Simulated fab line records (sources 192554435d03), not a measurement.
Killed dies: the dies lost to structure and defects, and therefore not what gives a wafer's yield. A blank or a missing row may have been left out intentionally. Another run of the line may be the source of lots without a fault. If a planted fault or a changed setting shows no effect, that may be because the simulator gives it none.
Split-lot trial    flow n5_finfet    on a route of 1938 steps: 7 lots, 21 wafers read

## THE SPLIT
At N5_BEOL_M0_SAQP_COAT_08 (resist thk 90 nm), the setting spin_rpm was moved away from the recipe's 1500 rpm on 4 of the 21 wafers read, by -8.9% to +10.3%. For the rest of the wafers, this setting stayed at what the recipe calls for.

The reading is taken at the split's own step.

## THE READING
CAR-ArF_of_BEOL_M0_SAQP_COAT_08.thk_nm (the simulator's own value, which no gauge read), in nm, at N5_BEOL_M0_SAQP_COAT_08 (resist thk 90 nm). The file gives no usual value for it. Here, 17 wafers ran the recipe; their average is 90.0 nm with a standard deviation of 0.2 nm.

wafer   tool, chamber at the split  spin_rpm as run, rpm  against the recipe  CAR-ArF_of_BEOL_M0_SAQP_COAT_08.thk_nm, nm  against lot-mates on the recipe
L075.3  litho_track-05, 0           1500                  recipe              90                                          -
L075.4  litho_track-05, 0           1500                  recipe              89.8                                        -
L075.5  litho_track-05, 0           1500                  recipe              90.2                                        -
L076.1  litho_track-05, 0           1500                  recipe              90                                          -
L076.4  litho_track-05, 0           1500                  recipe              90.2                                        -
L076.6  litho_track-05, 0           1500                  recipe              89.8                                        -
L077.2  litho_track-04, 0           1655                  +10.3%              86                                          -4.0
L077.3  litho_track-04, 0           1655                  +10.3%              85.8                                        -4.2
L077.6  litho_track-04, 0           1500                  recipe              90                                          -
L078.1  litho_track-04, 0           1500                  recipe              90.2                                        -
L078.3  litho_track-04, 0           1500                  recipe              90.2                                        -
L078.5  litho_track-04, 0           1500                  recipe              90.2                                        -
L082.1  litho_track-04, 0           1500                  recipe              90                                          -
L082.3  litho_track-04, 0           1500                  recipe              90                                          -
L082.5  litho_track-04, 0           1500                  recipe              89.6                                        -
L089.2  litho_track-05, 0           1500                  recipe              89.8                                        -
L089.4  litho_track-05, 0           1500                  recipe              90                                          -
L089.6  litho_track-05, 0           1500                  recipe              90.2                                        -
L090.2  litho_track-04, 0           1366                  -8.9%               94.2                                        +4.6
L090.5  litho_track-04, 0           1366                  -8.9%               94                                          +4.4
L090.6  litho_track-04, 0           1500                  recipe              89.6                                        -

THE FIT
A straight line over all 21 wafers: CAR-ArF_of_BEOL_M0_SAQP_COAT_08.thk_nm changes by -0.424 nm for each +1% of spin_rpm; r = -0.99; the points scatter about the line by 0.23 nm.
The same after taking each lot's own level away (the mean of its wafers on the recipe; 21 wafers): -0.443 nm for each +1%; r = -0.99; scatter 0.25 nm.
That fit puts the effect of the largest move of spin_rpm on the reading at 4.6 nm.
From 89.60 to 90.20 nm: that is the span of the lots' own levels, equal to 3.0 times the standard deviation above.
So the lot-to-lot level changes the slope little: the two slopes agree.
Check: -4.72 nm against its lot-mates is what the line predicts for one of the wafers moved furthest among these (+10.3%) when that wafer is left out of the fit. It came out at -4 nm against them.

## ADDITIONAL SPLITS CARRIED BY THESE WAFERS
Other splits were also applied to these wafers ahead of the reading. Each is held against what the fit with the lots' levels taken away leaves over:
other split on the same wafers          wafers away from the commonest value  r with CAR-ArF_of_BEOL_M0_SAQP_COAT_08.thk_nm (lot level and that fit taken away)
N5_SDB_COAT_05 spin_rpm                 8                                     -0.22
N5_SDB_ALD_29 ald_cycles                8                                     -0.44
N5_HKMG_FIN_ETCH_32 bias_w              3                                     +0.07
N5_MOL_CONTACT_COAG_EXPOSE_05 dose_mj   4                                     -0.02
N5_MOL_CONTACT_COAG_VIA_ETCH_46 bias_w  7                                     +0.16
N5_MOL_CONTACT_COAG_ETCH_47 source_w    6                                     -0.48

## FILE'S OWN FIT
CAR-ArF_of_BEOL_M0_SAQP_COAT_08.thk_nm changes by -0.443 nm for each +1% of spin_rpm, r = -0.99.
